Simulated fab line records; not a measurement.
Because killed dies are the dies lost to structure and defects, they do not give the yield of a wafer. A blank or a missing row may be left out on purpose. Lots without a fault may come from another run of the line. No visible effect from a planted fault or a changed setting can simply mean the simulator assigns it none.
Comparing a struck lot with a sound one || flow n5-finfet || 16 out of 1938 route steps
Sound: wafers L786.1, L786.5, L786.6. Wafers L782.2, L782.5, L782.6 were the ones struck. At the end, the cause is stated.
Each step with rows lists, per side, the tool, then ch with its chambers, then its first start. Under that, the readings that differ: sound wafers || struck wafers || difference of the means || sigmas: that difference in standard deviations of wafers without a fault.
alike: a reading whose means differ by less than 2 such deviations, as well as words and numbers matching on both sides. not compared: withheld readings; readings where some wafer has no value; bounds like >300 that might hide an equal value; numbers whose values overlap and for which the record gives no deviation.
A row with sigmas, a row that says differs or no value, or rows on one side alone: a step with any of these is where the two part. When numbers do not overlap yet have no deviation, they are printed without sigmas and do not part them. A reading missing from all wafers of one side parts the sides only when that side holds two or more wafers.

first, 10 steps without rows for these wafers: N5_BEOL_M1_DESCUM_33 (chemistry O2, time 7 s); N5_BEOL_M1_ETCH_77 (etches underlayer in N2/H2, target depth 6.5 nm, time 5.2 s); N5_BEOL_M1_ETCH_69 (etches SiARC in CF4, target depth 15.6 nm, time 26 s); N5_BEOL_M1_ALD_98 (deposits SiO2, target thk 2.5 nm, pulse time 1 s, co reactant pulse time 1 s); N5_BEOL_M1_ETCHBACK_99 (etches SiO2 in CHF3, target depth 5 nm, time 10.4 s); N5_BEOL_M1_ETCH_70 (etches SOC in N2/H2, target depth 80 nm, overetch 16 nm, time 120 s); N5_BEOL_M1_STRIP_71 (strips in N2/H2); N5_BEOL_M1_STRIP_78 (strips in N2/H2); N5_BEOL_M1_VIA_ETCH_34 (etches the open film in C4F6/O2, target depth 67.8 nm, time 64.4 s); N5_BEOL_M1_STRIP_83 (strips in C4F6/O2).
N5_BEOL_M1_STRIP_36: strips in N2/H2.
  sound on rie-diel-03 ch 0,2,3, day 9 09:22; struck on rie-diel-05 ch 0,1,2, day 8 03:24
  no value came back on the struck wafers for any of 7 readings (bias-power-w (W), chamber-pressure-mTorr (mTorr) and others); on the sound wafers bias-power-w (W) reads 6.960 6.972 7.003
{"reading": "model.SOC_of_BEOL_M1_COAT_67.thk-nm (nm)", "sound": "0 0 0", "struck": "52 52.4 52.4", "difference": "+52", "sigmas": ""}
{"reading": "model.SiO2_of_BEOL_M1_ALD_98.thk-nm (nm)", "sound": "0 0 0", "struck": "2.6 2.4 2.4", "difference": "+2.5", "sigmas": ""}
  not compared: rf-hours-counter-h
then, 1 step without rows for these wafers: N5_BEOL_M1_TRENCH_ETCH_37 (etches SiOC in C4F6/O2, target depth 55.207 nm, time 29 s).
N5_BEOL_M1_ETCH_41: etches SiCN in CH3F/O2, target depth 31.9 nm, time 57.8 s.
  sound on rie-diel-03 ch 0,2,3; struck on rie-diel-05 ch 0,1,2, day 8 03:28
{"reading": "model.SOC_of_BEOL_M1_COAT_67.thk-nm (nm)", "sound": "0 0 0", "struck": "33.4 34.4 34.2", "difference": "+34.0", "sigmas": ""}
  alike: O2_flow_sccm, drypump-motor-current-A, oes-product-au, rf-vpp-V, showerhead-plenum-p-Torr, throttle-valve-pct
  not compared: rf-hours-counter-h
then, 1 step without rows for these wafers: N5_BEOL_M1_STRIP_97 (strips in N2/H2, time 10 s).
N5_BEOL_M4_RC_MEAS_101:
  the record has rows for the sound wafers here (prober-01 ch 0, day 11 06:03) and none for the struck ones
-- here the record skips 8 days between the struck wafers' starts before and after, leaving off in module BEOL_M4 and picking up in module PASSIVATION (first step shown: number 1936 of the route) --
N5_PASSIVATION_PROBE_49:
  sound on prober-02 at day 15 16:02; struck on prober-02 at day 16 01:56
{"reading": "defect-limited-yield (%)", "sound": "93.9 93.2 92.6", "struck": "0 0 0", "difference": -93, "sigmas": -62}
{"reading": "killed_at_M0_to_M3", "sound": "13 31 32", "struck": "1090 1104 1085", "difference": "+1068", "sigmas": "+97"}
{"reading": "killed-at-front-end", "sound": "29 32 25", "struck": "42 55 65", "difference": "+25", "sigmas": "+2"}
{"reading": "killed-dies", "sound": "72 80 87", "struck": "1180 1180 1180", "difference": "+1100", "sigmas": "+61"}
{"reading": "killed-on-rim", "sound": "10 4 11", "struck": "152 152 152", "difference": "+144", "sigmas": "+31"}
{"reading": "sort_bin_5_function (%)", "sound": "3.3 4.9 4.1", "struck": "96.1 96.3 96.7", "difference": "+92.3", "sigmas": "+94"}
{"reading": "sort-n-pass", "sound": "1108 1100 1093", "struck": "0 0 0", "difference": -1100, "sigmas": -61}
{"reading": "sort-yield-pct (%)", "sound": "93.9 93.2 92.6", "struck": "0 0 0", "difference": -93, "sigmas": -62}
  alike: killed_at_M4_up, killed-at-contacts, killed-at-other, killed-open, killed-short, sort_bin_6_memory

WHERE THEY PART
First at N5_BEOL_M1_STRIP_36; last, within this record, at N5_PASSIVATION_PROBE_49.

WHY: whatever the simulator had introduced
At N5_BEOL_M1_STRIP_36, the step was skipped entirely on rie-diel-05 from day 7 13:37 on. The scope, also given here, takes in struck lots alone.
